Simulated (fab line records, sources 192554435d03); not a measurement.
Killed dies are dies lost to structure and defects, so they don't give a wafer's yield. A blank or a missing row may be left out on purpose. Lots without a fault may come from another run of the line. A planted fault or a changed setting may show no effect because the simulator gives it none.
A struck lot beside a sound one | flow n5_finfet | 36 steps out of a route of 1938
Sound: wafers L477.1, L477.4, L477.6. Struck: wafers L490.1, L490.5. The cause comes at the end.
At each step with rows: each side's tool, then ch and its chambers, then its first start. Under that, the readings that differ: sound wafers | struck wafers | difference of the means | sigmas: that difference in standard deviations of wafers without a fault.
alike: readings whose means differ by less than 2 such deviations, and words and numbers that are the same on both sides. not compared: withheld readings, readings that some wafer has no value for, bounds like >300 that may hide the same value, and numbers for which the record gives no deviation and whose values overlap.
The two part at a step that has a row with sigmas, a row that says differs or no value, or rows on one side only. Numbers that don't overlap but have no deviation are shown without sigmas and don't part them. A reading that every wafer of one side lacks parts them only if that side has two wafers or more.

first, 9 steps without rows for these wafers: N5_BEOL_M4_ANNEAL_95 (time 240 s); N5_BEOL_M4_SPUTTER_96 (material Cu, target thk 4.5 nm, time 8.29 s); N5_BEOL_M4_ECD_50 (material Cu, target thk 300 nm); N5_BEOL_M4_ANNEAL_51 (time 90 s); N5_BEOL_M4_CMP_52 (polishes, stops on SiOC, t overpolish 6.8 s, target thk 40 nm); N5_BEOL_M4_PRE_CLEAN_60 (time 15 s); N5_BEOL_M4_CO_CAP_55 (material Co, precursor CCTBA/H2, target thk 2 nm, time 102.1 s); N5_BEOL_M4_PRE_CLEAN_56 (time 15 s); N5_BEOL_M4_DEP_57 (deposits SiCN from 3MS/NH3, target thk 8 nm, time 14 s).
N5_BEOL_M4_RC_MEAS_101:
  sound on prober-01 ch 0, day 7 19:10; struck on prober-02 ch 0, day 11 17:19
  reading       | sound          | struck    | difference | sigmas
  DIBL_P (mV/V) | 34.5 31.2 34.5 | 39.6 40.7 | +6.8       | +3
  ION_N (uA/um) | 668 656 661    | 683 705   | +32        | +2
  alike: DIBL_N, IOFF_N, IOFF_P, ION_P, SS_N, SS_P, VT_N, VT_P
then, 24 steps without rows for these wafers: N5_BEOL_M5_ILD_DEP_00 (deposits SiCOH lowk from DEMS/porogen, target thk 140.64 nm, time 25.9 s); N5_BEOL_M5_CURE_79 (cures SiCOH lowk, time 240 s); N5_BEOL_M5_PECVD_70 (deposits SiO2 from TEOS/O2, target thk 16 nm, time 18 s); N5_BEOL_M5_HM_DEP_02 (deposits TiN, target thk 20 nm); N5_BEOL_M5_COAT_59 (time 60 s, resist thk 60 nm); N5_BEOL_M5_COAT_60 (time 60 s, resist thk 12 nm); N5_BEOL_M5_COAT_71 (time 60 s, resist thk 5 nm); N5_BEOL_M5_COAT_05 (resist thk 30 nm); N5_BEOL_M5_EBR_07; N5_BEOL_M5_SOFTBAKE_06 (time 60 s); N5_BEOL_M5_EXPOSE_08 (exposes mask M5, target cd 28 nm); N5_BEOL_M5_PEB_09 (peb time 60 s); N5_BEOL_M5_DEVELOP_10 (develop time 30 s); N5_BEOL_M5_DESCUM_16 (chemistry O2, time 7 s); N5_BEOL_M5_ETCH_72 (etches underlayer in N2/H2, target depth 6.5 nm, time 5.2 s); N5_BEOL_M5_ETCH_61 (etches SiARC in CF4, target depth 15.6 nm, time 26 s); N5_BEOL_M5_ETCH_62 (etches SOC in N2/H2, target depth 75 nm, overetch 15 nm, time 112.5 s); N5_BEOL_M5_STRIP_63 (strips in N2/H2); N5_BEOL_M5_STRIP_73 (strips in N2/H2); N5_BEOL_M5_STRIP_64 (strips in CF4); N5_BEOL_M5_HM_OPEN_17 (chemistry Cl2/BCl3, target TiN, target depth 20 nm, overetch 6 nm); N5_BEOL_M5_STRIP_19 (strips in O2); N5_BEOL_M5_COAT_65 (time 60 s, resist thk 60 nm); N5_BEOL_M5_COAT_66 (time 60 s, resist thk 12 nm).
-- the record jumps here: 4 days lie between the struck wafers' starts before and after (it left off in module BEOL_M5 and takes up again in module BEOL_M15, whose first step shown is number 1821 of the route) --
N5_BEOL_M15_SPUTTER_45: material Cu, target thk 100 nm, time 16.67 s.
  sound on pvd_sputter-01, day 11 09:14; struck on pvd_sputter-01, day 15 05:20
  alike: throttle_valve_pct
N5_PASSIVATION_PROBE_49:
  sound on prober-01, day 12 00:34; struck on prober-02, day 15 18:53
  reading                  | sound          | struck    | difference | sigmas
  defect_limited_yield (%) | 90.9 93.6 92.0 | 72.1 71.0 | -20.6      | -15
  killed_at_M4_up          | 24 22 9        | 241 219   | +212       | +34
  killed_at_front_end      | 38 16 40       | 45 84     | +33        | +3
  killed_dies              | 107 76 94      | 329 342   | +243       | +14
  killed_on_rim            | 9 11 10        | 45 54     | +40        | +10
  sort_bin_5_function (%)  | 5.7 4.2 5.0    | 18.1 19.3 | +13.7      | +15
  sort_bin_6_memory (%)    | 3.1 2.2 2.9    | 9.2 9.5   | +6.6       | +10
  sort_n_pass              | 1073 1104 1086 | 851 838   | -243       | -15
  sort_yield_pct (%)       | 90.9 93.6 92.0 | 72.1 71.0 | -20.6      | -15
  alike: killed_at_M0_to_M3, killed_at_contacts, killed_at_other, killed_open, killed_short, sort_bin_8_speed

WHERE THEY PART
First at N5_BEOL_M4_RC_MEAS_101; last, within this record, at N5_PASSIVATION_PROBE_49.

WHY: what the simulator had put in
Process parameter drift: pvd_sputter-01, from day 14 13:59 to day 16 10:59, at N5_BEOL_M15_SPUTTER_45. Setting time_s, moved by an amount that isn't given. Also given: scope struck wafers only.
